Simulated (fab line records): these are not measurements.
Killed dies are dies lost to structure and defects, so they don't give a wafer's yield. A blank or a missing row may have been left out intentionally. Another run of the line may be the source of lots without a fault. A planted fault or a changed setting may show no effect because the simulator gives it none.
Which tool is to blame?	flow n5 finfet	21 lots with 63 wafers sampled at 6 steps, on a route of 1938 steps

== WHAT EACH GAUGE READ, for each wafer ==
Not one reading of a measure or inspect step in the record can be checked against a usual standard deviation.

== WHAT TOOL EACH LOT RAN ON (gives the tool, then ch and the chambers of the sampled wafers, and finally the start) ==
lot	N5_BEOL_M2_PECVD_72	N5_BEOL_M2_DESCUM_33	N5_BEOL_M2_ETCH_70	N5_BEOL_M2_TRENCH_ETCH_37	N5_BEOL_M2_ETCH_41	N5_BEOL_M2_SPUTTER_79
L075	pecvd-03 ch 0,1,2, day 6 13:54	rie diel-06 ch 0,1, day 6 16:15	rie diel-04 ch 0,2,3, day 6 20:48	rie diel-04 ch 0,2,3, day 6 22:46 or earlier	rie diel-04 ch 0,2,3, day 6 22:46 or earlier	pvd sputter-03, day 6 22:46
L076	pecvd-04 ch 0,1,2, day 6 15:23	rie diel-02 ch 0,2, day 6 17:41	rie diel-04 ch 0,3, day 7 03:55	rie diel-04 ch 0,3, day 7 05:29 or earlier	rie diel-04 ch 0,3, day 7 05:29 or earlier	pvd sputter-01, day 7 05:29
L077	pecvd-01 ch 1,2, day 7 04:38	rie diel-02 ch 0,2, day 7 07:05	rie diel-06 ch 1,3, day 7 08:40	rie diel-06 ch 1,3, day 7 10:19 or earlier	rie diel-06 ch 1,3, day 7 10:19 or earlier	pvd sputter-01, day 7 10:19
L079	pecvd-03 ch 0,1,2, day 7 14:59	rie diel-06 ch 0,1,2, day 7 16:55	rie diel-02 ch 2,3, day 7 23:35	rie diel-02 ch 2,3, day 8 01:11 or earlier	rie diel-02 ch 2,3, day 8 01:11 or earlier	pvd sputter-01, day 8 01:11
L080	pecvd-03 ch 0,2, day 7 22:38	rie diel-02 ch 1,3, day 8 00:53	rie diel-04 ch 0,1,2, day 8 04:19	rie diel-04 ch 0,1,2, day 8 06:43 or earlier	rie diel-04 ch 0,1,2, day 8 06:43 or earlier	pvd sputter-01, day 8 06:43
L081	pecvd-03 ch 0,1, day 8 09:27	rie diel-04 ch 0,1,2, day 8 13:04	rie diel-02 ch 2,3, day 8 15:03	rie diel-02 ch 2,3, day 8 17:15 or earlier	rie diel-02 ch 2,3, day 8 17:15 or earlier	pvd sputter-03, day 8 17:15
L082	pecvd-04 ch 0,1, day 8 12:28	rie diel-04 ch 0,1,2, day 8 16:41	rie diel-02 ch 0,1,2, day 8 18:26	rie diel-02 ch 0,1,2, day 8 20:40 or earlier	rie diel-02 ch 0,1,2, day 8 20:40 or earlier	pvd sputter-01, day 8 20:40
L083	pecvd-03 ch 0,2, day 8 16:52	rie diel-06 ch 0,2, day 8 20:38	rie diel-04 ch 0,2,3, day 8 22:48	rie diel-04 ch 0,2,3, day 9 00:44 or earlier	rie diel-04 ch 0,2,3, day 9 00:44 or earlier	pvd sputter-02, day 9 00:44
L084	pecvd-03 ch 0,1,2, day 8 21:29	rie diel-02 ch 1,2,3, day 9 01:22	rie diel-02 ch 0,1,2, day 9 03:10	rie diel-02 ch 0,1,2, day 9 04:58 or earlier	rie diel-02 ch 0,1,2, day 9 04:58 or earlier	pvd sputter-02, day 9 04:58
L086	pecvd-04 ch 0,1, day 9 14:34	rie diel-06 ch 1,2,3, day 9 17:00	rie diel-02 ch 0,2,3, day 9 20:21	rie diel-02 ch 0,2,3, day 9 23:13 or earlier	rie diel-02 ch 0,2,3, day 9 23:13 or earlier	pvd sputter-03, day 9 23:13
L087	pecvd-01 ch 0,1, day 9 20:22	rie diel-04 ch 1,3, day 9 22:01	rie diel-02 ch 0,3, day 10 00:46	rie diel-02 ch 0,3, day 10 02:25 or earlier	rie diel-02 ch 0,3, day 10 02:25 or earlier	pvd sputter-03, day 10 02:25
L088	pecvd-03 ch 0,1, day 9 23:22	rie diel-06 ch 0,2, day 10 02:44	rie diel-04 ch 0,2,3, day 10 15:48	rie diel-04 ch 0,2,3, day 10 17:35 or earlier	rie diel-04 ch 0,2,3, day 10 17:35 or earlier	pvd sputter-02, day 10 17:35
L089	pecvd-01 ch 0,1,2, day 9 23:29	rie diel-04 ch 0,1,3, day 10 02:34	rie diel-06 ch 1,2, day 10 13:14	rie diel-06 ch 1,2, day 10 16:10 or earlier	rie diel-06 ch 1,2, day 10 16:10 or earlier	pvd sputter-03, day 10 16:10
L091	pecvd-03 ch 0,1, day 10 16:59	rie diel-04 ch 0,3, day 10 22:06	rie diel-04 ch 0,3, day 10 23:04	rie diel-04 ch 0,3, day 11 00:25 or earlier	rie diel-04 ch 0,3, day 11 00:25 or earlier	pvd sputter-01, day 11 00:25
L090	pecvd-04 ch 0,1, day 10 17:44	rie diel-04 ch 0,1,2, day 11 00:26	rie diel-06 ch 0,1,2, day 11 06:52	rie diel-06 ch 0,1,2, day 11 08:54 or earlier	rie diel-06 ch 0,1,2, day 11 08:54 or earlier	pvd sputter-03, day 11 08:54
L092	pecvd-03 ch 0,2, day 10 23:34	rie diel-04 ch 0,3, day 11 03:31	rie diel-04 ch 0,1,2, day 11 06:50	rie diel-04 ch 0,1,2, day 11 08:27 or earlier	rie diel-04 ch 0,1,2, day 11 08:27 or earlier	pvd sputter-01, day 11 08:27
L093	pecvd-03 ch 0,1, day 11 18:34	rie diel-06 ch 0,2,3, day 11 21:26	rie diel-02 ch 0,1,3, day 12 04:42	rie diel-02 ch 0,1,3, day 12 06:13 or earlier	rie diel-02 ch 0,1,3, day 12 06:13 or earlier	pvd sputter-02, day 12 06:13
L095	pecvd-04 ch 0,1, day 11 21:11	rie diel-04 ch 0,1,3, day 11 23:56	rie diel-02 ch 0,2,3, day 12 06:41	rie diel-02 ch 0,2,3, day 12 08:32 or earlier	rie diel-02 ch 0,2,3, day 12 08:32 or earlier	pvd sputter-03, day 12 08:32
L094	pecvd-04 ch 0,1,2, day 12 02:29	rie diel-02 ch 1,2, day 12 05:02	rie diel-06 ch 1,3, day 12 07:26	rie diel-06 ch 1,3, day 12 09:05 or earlier	rie diel-06 ch 1,3, day 12 09:05 or earlier	pvd sputter-02, day 12 09:05
L096	pecvd-01 ch 0,1,2, day 12 02:50	rie diel-04 ch 0,1,2, day 12 05:14	rie diel-06 ch 0,3, day 12 07:55	rie diel-06 ch 0,3, day 12 11:33 or earlier	rie diel-06 ch 0,3, day 12 11:33 or earlier	pvd sputter-01, day 12 11:33
L097	pecvd-03 ch 0,2, day 12 03:51	rie diel-04 ch 0,1,3, day 12 07:02	rie diel-02 ch 0,3, day 12 10:33	rie diel-02 ch 0,3, day 12 12:04 or earlier	rie diel-02 ch 0,3, day 12 12:04 or earlier	pvd sputter-03, day 12 12:04
- N5_BEOL_M2_PECVD_72: deposits SiO2 from TEOS/O2, target thk 16 nm, time 18 s.
- N5_BEOL_M2_DESCUM_33: chemistry O2, time 7 s.
- N5_BEOL_M2_ETCH_70: etches SOC in N2/H2, target depth 80 nm, overetch 24 nm, time 130 s.
- N5_BEOL_M2_TRENCH_ETCH_37: etches SiOC in C4F6/O2, target depth 55.555 nm, time 29.2 s.
- N5_BEOL_M2_ETCH_41: etches SiCN in CH3F/O2, target depth 29.9 nm, time 52.5 s.
- N5_BEOL_M2_SPUTTER_79: material Cu, target thk 4.5 nm, time 8.29 s.

== WHAT THE TOOLS THEMSELVES READ (means of the sampled wafers that have a number; where no wafer has one, the mark that the record gives instead) ==
N5_BEOL_M2_PECVD_72.
lot	tool	heater power w (W)	showerhead plenum p Torr (Torr)	throttle valve pct (%)
L075	pecvd-03	728	8.78	22.5
L076	pecvd-04	808	8.77	22.1
L077	pecvd-01	797	8.75	21.7
L079	pecvd-03	746	8.81	22.4
L080	pecvd-03	691	8.82	22.4
L081	pecvd-03	714	8.73	23.1
L082	pecvd-04	944	8.78	22.3
L083	pecvd-03	669	8.77	22.8
L084	pecvd-03	661	8.78	22.4
L086	pecvd-04	957	8.78	22.3
L087	pecvd-01	803	8.77	22.2
L088	pecvd-03	640	8.78	22.6
L089	pecvd-01	828	8.77	21.7
L091	pecvd-03	709	8.74	23.1
L090	pecvd-04	780	8.75	22.6
L092	pecvd-03	698	8.82	22.4
L093	pecvd-03	644	8.75	23.0
L095	pecvd-04	816	8.75	22.7
L094	pecvd-04	845	8.77	21.9
L096	pecvd-01	797	8.77	21.8
L097	pecvd-03	768	8.81	22.4

N5_BEOL_M2_DESCUM_33.
lot	tool	drypump motor current A (A)	oes product au (a.u.)	rf vpp V (V)	showerhead plenum p Torr (Torr)	throttle valve pct (%)
L075	rie diel-06	5.6	0.80	243.4	2.10	20.33
L076	rie diel-02	4.9	0.76	242.9	2.06	20.60
L077	rie diel-02	5.0	0.71	242.7	2.02	20.63
L079	rie diel-06	5.7	0.84	242.6	2.08	20.34
L080	rie diel-02	6.2	0.90	244.5	2.16	20.19
L081	rie diel-04	5.6	0.83	243.3	2.11	20.19
L082	rie diel-04	5.6	0.82	242.8	2.11	20.20
L083	rie diel-06	5.9	0.76	243.2	2.05	20.34
L084	rie diel-02	5.8	0.85	244.8	2.12	20.33
L086	rie diel-06	5.5	0.81	243.2	2.08	20.46
L087	rie diel-04	5.5	0.76	242.5	2.09	20.50
L088	rie diel-06	5.9	0.75	242.6	2.05	20.35
L089	rie diel-04	5.7	0.77	243.9	2.10	20.33
L091	rie diel-04	6.0	0.80	244.0	2.11	20.12
L090	rie diel-04	5.6	0.79	243.1	2.10	20.23
L092	rie diel-04	6.0	0.79	243.1	2.11	20.13
L093	rie diel-06	5.6	0.84	243.4	2.05	20.34
L095	rie diel-04	5.7	0.75	242.5	2.09	20.36
L094	rie diel-02	5.5	0.81	243.2	2.07	20.52
L096	rie diel-04	5.7	0.78	242.7	2.10	20.25
L097	rie diel-04	5.7	0.75	244.3	2.09	20.36

N5_BEOL_M2_ETCH_70.
lot	tool	drypump motor current A (A)	n2 flow sccm (sccm)	oes product au (a.u.)	rf vpp V (V)	showerhead plenum p Torr (Torr)	throttle valve pct (%)
L075	rie diel-04	5.6	199.9	0.63	524.8	2.58	17.51
L076	rie diel-04	6.0	200.5	0.61	524.7	2.58	17.44
L077	rie diel-06	5.2	200.4	0.63	524.4	2.58	17.83
L079	rie diel-02	5.6	199.8	0.63	526.5	2.66	17.73
L080	rie diel-04	5.6	200.3	0.60	523.4	2.56	17.59
L081	rie diel-02	5.6	200.4	0.62	526.1	2.65	17.75
L082	rie diel-02	5.5	200.8	0.66	525.3	2.59	17.77
L083	rie diel-04	5.6	200.2	0.62	523.9	2.57	17.54
L084	rie diel-02	5.5	199.6	0.65	525.5	2.59	17.78
L086	rie diel-02	5.3	200.1	0.62	526.3	2.65	17.77
L087	rie diel-02	5.3	200.3	0.65	529.1	2.70	17.64
L088	rie diel-04	5.7	200.0	0.60	524.6	2.56	17.57
L089	rie diel-06	5.6	199.3	0.63	523.7	2.56	17.76
L091	rie diel-04	6.0	200.1	0.58	524.1	2.56	17.51
L090	rie diel-06	5.8	200.2	0.58	523.1	2.52	17.81
L092	rie diel-04	5.6	199.9	0.58	523.2	2.55	17.63
L093	rie diel-02	5.9	200.1	0.65	526.1	2.63	17.67
L095	rie diel-02	5.3	200.4	0.61	527.1	2.65	17.79
L094	rie diel-06	5.1	200.0	0.69	522.7	2.54	17.72
L096	rie diel-06	5.3	200.0	0.65	522.5	2.51	17.77
L097	rie diel-02	5.6	200.1	0.63	527.9	2.69	17.65

N5_BEOL_M2_TRENCH_ETCH_37.
lot	tool	O2_flow_sccm (sccm)	drypump motor current A (A)	oes product au (a.u.)	rf vpp V (V)	showerhead plenum p Torr (Torr)	throttle valve pct (%)
L075	rie diel-04	9.98	5.6	0.87	671	2.90	20.63
L076	rie diel-04	9.97	6.0	0.84	673	2.90	20.56
L077	rie diel-06	10.00	5.2	0.86	662	2.88	20.87
L079	rie diel-02	10.00	5.6	0.86	669	2.96	20.70
L080	rie diel-04	10.02	5.6	0.83	665	2.87	20.65
L081	rie diel-02	10.01	5.6	0.85	668	2.95	20.71
L082	rie diel-02	10.01	5.5	0.89	660	2.89	20.80
L083	rie diel-04	10.00	5.6	0.84	671	2.89	20.64
L084	rie diel-02	10.01	5.5	0.88	660	2.89	20.80
L086	rie diel-02	10.01	5.3	0.87	667	2.96	20.79
L087	rie diel-02	10.00	5.3	0.90	667	3.02	20.73
L088	rie diel-04	9.99	5.6	0.83	670	2.88	20.67
L089	rie diel-06	9.98	5.6	0.86	664	2.86	20.84
L091	rie diel-04	9.99	6.0	0.80	673	2.88	20.60
L090	rie diel-06	10.00	5.7	0.80	663	2.83	20.87
L092	rie diel-04	9.99	5.6	0.79	666	2.86	20.69
L093	rie diel-02	10.00	5.9	0.88	664	2.93	20.69
L095	rie diel-02	10.03	5.3	0.83	666	2.95	20.81
L094	rie diel-06	10.01	5.1	0.95	659	2.83	20.73
L096	rie diel-06	10.00	5.3	0.90	659	2.80	20.74
L097	rie diel-02	9.97	5.6	0.87	671	3.00	20.68

N5_BEOL_M2_ETCH_41.
lot	tool	O2_flow_sccm (sccm)	drypump motor current A (A)	oes product au (a.u.)	rf vpp V (V)	showerhead plenum p Torr (Torr)	throttle valve pct (%)
L075	rie diel-04	20.02	5.7	0.86	298.2	2.04	16.05
L076	rie diel-04	19.94	6.0	0.83	297.7	2.03	16.00
L077	rie diel-06	20.00	5.2	0.85	297.7	2.03	16.32
L079	rie diel-02	20.02	5.6	0.86	298.4	2.08	16.15
L080	rie diel-04	19.96	5.6	0.83	297.0	2.02	16.09
L081	rie diel-02	20.01	5.6	0.85	299.2	2.08	16.17
L082	rie diel-02	19.98	5.6	0.89	297.1	2.03	16.23
L083	rie diel-04	20.01	5.7	0.84	297.6	2.03	16.07
L084	rie diel-02	20.02	5.5	0.89	298.0	2.03	16.23
L086	rie diel-02	19.96	5.3	0.86	298.8	2.08	16.23
L087	rie diel-02	19.99	5.3	0.91	299.7	2.13	16.14
L088	rie diel-04	19.97	5.6	0.82	298.2	2.02	16.10
L089	rie diel-06	19.97	5.6	0.86	297.0	2.01	16.27
L091	rie diel-04	20.04	6.0	0.80	298.0	2.02	16.06
L090	rie diel-06	20.01	5.7	0.79	296.7	1.99	16.32
L092	rie diel-04	20.05	5.6	0.79	297.6	2.01	16.15
L093	rie diel-02	19.94	5.9	0.88	297.8	2.06	16.12
L095	rie diel-02	19.96	5.3	0.84	298.7	2.08	16.25
L094	rie diel-06	20.04	5.1	0.94	296.2	1.99	16.15
L096	rie diel-06	19.96	5.3	0.90	296.5	1.96	16.19
L097	rie diel-02	20.01	5.6	0.87	299.4	2.12	16.11

N5_BEOL_M2_SPUTTER_79.
lot	tool	chamber pressure pa (Pa)	throttle valve pct (%)
L075	pvd sputter-03	0.06997	30.1
L076	pvd sputter-01	0.06991	29.9
L077	pvd sputter-01	0.07001	30.0
L079	pvd sputter-01	0.06996	30.3
L080	pvd sputter-01	0.07005	30.6
L081	pvd sputter-03	0.07012	30.0
L082	pvd sputter-01	0.06985	29.9
L083	pvd sputter-02	0.06994	29.9
L084	pvd sputter-02	0.07000	30.0
L086	pvd sputter-03	0.07004	29.9
L087	pvd sputter-03	0.06993	30.2
L088	pvd sputter-02	0.06989	30.2
L089	pvd sputter-03	0.06997	30.1
L091	pvd sputter-01	0.06991	29.9
L090	pvd sputter-03	0.07007	29.7
L092	pvd sputter-01	0.07010	30.0
L093	pvd sputter-02	0.06982	30.1
L095	pvd sputter-03	0.06982	30.1
L094	pvd sputter-02	0.07004	29.8
L096	pvd sputter-01	0.06997	30.3
L097	pvd sputter-03	0.07009	29.8

== THE ANSWER, worked out from the rows above alone ==
Rule: the lots themselves supply what counts as usual. Put in order of their means at a reading, lots are off if they are a third of the lots or fewer, leave a main group of 4 or more, and stand apart from it by a gap of 3 or more times the standard deviation of the main group's means; of several such gaps the widest counts. The tables above print the reading to a certain number of digits; a main group whose means all agree to those digits is not used. A lot without any number at a reading at which 4 lots or more have one is off too. Where the step has rows for the other lots, those lots are counted as sound. First the gauges in route order, then the tools' own readings, where a lot's mean is used as printed above. The first step at which some lot is off is used, and at that step the reading that is off furthest; a lot without a number counts as furthest.
None of the lots is off at any reading shown; this tells nothing.

== WHAT THE SIMULATOR PUT IN ==
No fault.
